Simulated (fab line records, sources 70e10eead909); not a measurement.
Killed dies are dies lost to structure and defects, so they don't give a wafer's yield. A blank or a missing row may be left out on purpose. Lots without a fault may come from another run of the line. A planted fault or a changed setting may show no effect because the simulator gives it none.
A struck lot beside a sound one | flow nand_harc | 17 steps out of a route of 1159
Sound: wafers L251.2, L251.4, L251.6. Struck: wafers L266.3, L266.6. (L266.1 of the same lot was not struck and is left out.) The cause comes at the end.
At each step with rows: each side's tool, then ch and its chambers, then its first start. Under that, the readings that differ: sound wafers | struck wafers | difference of the means | sigmas: that difference in standard deviations of wafers without a fault.
alike: readings whose means differ by less than 2 such deviations, and words and numbers that are the same on both sides. not compared: withheld readings, readings that some wafer has no value for, bounds like >300 that may hide the same value, and numbers for which the record gives no deviation and whose values overlap.
The two part at a step that has a row with sigmas, a row that says differs or no value, or rows on one side only. Numbers that don't overlap but have no deviation are shown without sigmas and don't part them. A reading that every wafer of one side lacks parts them only if that side has two wafers or more.

first, 1 step without rows for these wafers: NHARC_P_M2_ETCH_35 (etches the open film in N2/H2, target depth 40 nm, overetch 12 nm, time 43.94 s).
NHARC_P_M2_ETCH_15: etches the open film in C4F8/Ar, target depth 182.5 nm, time 91.2 s.
  sound on rie_diel-09 ch 0,1; struck on rie_diel-09 ch 1,3
  alike: bias_w, oes_product_au, rf_vpp_V
  not compared: rf_hours_counter_h
NHARC_P_M2_CD_MEAS_16:
  sound on cd_sem-01, day 7 14:39; struck on cd_sem-02, day 11 01:53
  reading    | sound             | struck      | difference | sigmas
  cd_nm (nm) | 168.7 169.1 168.4 | 169.7 171.1 | +1.7       | +2
NHARC_P_M2_STRIP_18: strips in N2/H2.
  sound on rie_diel-09 ch 0,1, day 7 14:43; struck on rie_diel-13 ch 1,3, day 11 01:59
  alike: drypump_motor_current_A, h2_flow_sccm, oes_product_au, rf_vpp_V, showerhead_plenum_p_Torr, throttle_valve_pct
  not compared: rf_hours_counter_h
then, 4 steps without rows for these wafers: NHARC_P_M2_ETCH_28 (etches the open film in CF4/N2, target depth 30 nm, time 72.99 s); NHARC_P_M2_STRIP_19 (strips in post etch residue remover, time 600 s); NHARC_P_M2_DEGAS_29 (time 60 s); NHARC_P_M2_PRE_CLEAN_30 (time 30 s).
NHARC_P_M2_PVD_20: deposits TaN, target thk 5 nm, time 8.06 s.
  sound on pvd_sputter-02; struck on pvd_sputter-01
  alike: chamber_pressure_pa, throttle_valve_pct
then, 2 steps without rows for these wafers: NHARC_P_M2_PVD_21 (deposits Cu, target thk 30 nm, time 20.49 s); NHARC_P_M2_ECD_22 (material Cu, target thk 400 nm).
NHARC_P_M2_ANNEAL_31: time 90 s.
  sound on rtp_anneal-02 ch 0, day 7 16:09; struck on rtp_anneal-01 ch 0, day 11 03:30
  alike: wafer_temp_C_max
NHARC_P_M2_CMP_23: polishes, t overpolish 20 s, target thk 144.3 nm.
  sound on cmp-03 ch 2,3, day 7 16:29; struck on cmp-03 ch 2,3, day 11 03:50
  reading                | sound          | struck    | difference | sigmas
  time_to_endpoint_s (s) | 28.0 21.8 27.9 | 38.2 37.9 | +12.1      | +5
  alike: motor_current_A, slurry_filter_dp_kPa
NHARC_P_M2_THK_MEAS_24: measures by xrf.
  sound on film_metro-02, day 7 16:46; struck on film_metro-01, day 11 04:10
  reading     | sound             | struck      | difference | sigmas
  thk_nm (nm) | 143.4 141.9 142.0 | 149.6 149.4 | +7.1       | +5
then, 1 step without rows for these wafers: NHARC_P_M2_SRD_25.
NHARC_P_M2_INSPECT_27:
  sound on defect_inspect-02, day 7 16:55; struck on defect_inspect-02, day 11 04:19
  reading          | sound       | struck    | difference | sigmas
  raw_defect_count | 219 200 434 | 4687 4647 | +4383      | +29
NHARC_P_M2_PRE_CLEAN_32: time 12 s.
  sound on pecvd-03 ch 0,1,2, day 7 17:00; struck on pecvd-04 ch 1,2, day 11 04:23
  alike: heater_power_w

WHERE THEY PART
First at NHARC_P_M2_CD_MEAS_16; last, within this record, at NHARC_P_M2_INSPECT_27. Later steps at which nothing parts them and some readings are alike: NHARC_P_M2_PRE_CLEAN_32.

WHY: what the simulator had put in
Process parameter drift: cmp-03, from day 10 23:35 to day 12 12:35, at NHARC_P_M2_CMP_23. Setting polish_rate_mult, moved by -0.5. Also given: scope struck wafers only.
